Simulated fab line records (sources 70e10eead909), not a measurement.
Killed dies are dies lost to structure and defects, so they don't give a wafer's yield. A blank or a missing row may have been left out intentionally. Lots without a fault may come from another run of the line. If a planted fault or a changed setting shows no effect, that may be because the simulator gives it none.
Struck lot and sound lot, side by side | flow nandHarc | 14 out of 1159 route steps
Sound: the wafers L257.1, L257.2, L257.3. Struck: wafers L262.4, L262.6 (left out: L262.2, a lot-mate that was not struck); the cause follows at the end.
Per side, at each step with rows, come the tool, then ch with its chambers, and then its first start. Under that, the readings that differ: sound wafers | struck wafers | difference of the means | sigmas: that difference in standard deviations of wafers without a fault.
alike: a reading whose means differ by less than 2 such deviations, as well as words and numbers matching on both sides. not compared: withheld readings; readings where some wafer has no value; bounds like >300 that might hide an equal value; numbers whose values overlap and for which the record gives no deviation.
Wherever a step has rows on one side only, a row that says differs or no value, or a row with sigmas, the two part there. When numbers do not overlap yet have no deviation, they are printed without sigmas and do not part them. Lack of a reading on every wafer of one side parts them only where that side has two or more wafers.

NHARC_A_STAIRCASE_DEP_156: deposits SiNx, target thk 50 nm.
  sound on pecvd-01 ch 0,1,2, day 11 23:44; struck on pecvd-03 ch 0,2, day 13 01:36
  alike: heaterPowerW
then, 9 steps without rows for these wafers: NHARC_A_STAIRCASE_DEHYDRATE_158 (time 120 s); NHARC_A_STAIRCASE_HMDS_159 (time 30 s); NHARC_A_STAIRCASE_COAT_160; NHARC_A_STAIRCASE_SOFTBAKE_161 (time 170 s); NHARC_A_STAIRCASE_EBR_162; NHARC_A_STAIRCASE_EXPOSE_163 (exposes mask STAIR OPEN); NHARC_A_STAIRCASE_PEB_164 (peb time 130 s); NHARC_A_STAIRCASE_DEVELOP_165 (time 140 s); NHARC_A_STAIRCASE_HARDBAKE_167 (time 140 s).
NHARC_A_STAIRCASE_DESCUM_168: chemistry O2, time 3 s.
  sound on rieDiel-09 ch 0,1,2, day 12 00:44; struck on rieDiel-09 ch 0,1, day 13 02:34
  alike: drypumpMotorCurrentA, oesProductAu, rfVppV, showerheadPlenumPTorr, throttleValvePct
  not compared: rfHoursCounterH
NHARC_A_STAIRCASE_ETCH_169: etches the open film in CH3F/O2, target depth 50 nm, time 107.1 s.
  sound on rieDiel-09 ch 0,2,3, day 12 00:49; struck on rieDiel-09 ch 3, day 13 02:41
reading        | sound             | struck      | difference | sigmas
runLengthS (s) | 128.1 127.5 128.8 | 110.5 110.9 | -17.4      | -37
  alike: drypumpMotorCurrentA, oesProductAu, rfVppV, showerheadPlenumPTorr, throttleValvePct
  not compared: rfHoursCounterH
NHARC_A_STAIRCASE_ETCH_170: etches the open film in C4F6/O2, target depth 200 nm, time 66.667 s.
  sound on rieDiel-09 ch 1,2,3; struck on rieDiel-09 ch 0,3
  alike: c4f6FlowSccm, drypumpMotorCurrentA, oesProductAu, rfVppV, runLengthS, showerheadPlenumPTorr, throttleValvePct
  not compared: rfHoursCounterH
-- record jumps: 9 days between struck wafers' starts before vs after; left off in module A_STAIRCASE, resumes in module END, first step shown is number 1159 of the route --
NHARC_END_SORT_01:
  the record has rows for the struck wafers here (prober-02 ch 0, day 22 04:00) and none for the sound ones

== WHERE THEY PART ==
At NHARC_A_STAIRCASE_ETCH_169 first; at NHARC_END_SORT_01 last (within this record only).

WHY: what the simulator had put in
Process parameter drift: rieDiel-09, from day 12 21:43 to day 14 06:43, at NHARC_A_STAIRCASE_ETCH_169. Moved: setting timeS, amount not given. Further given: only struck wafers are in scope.
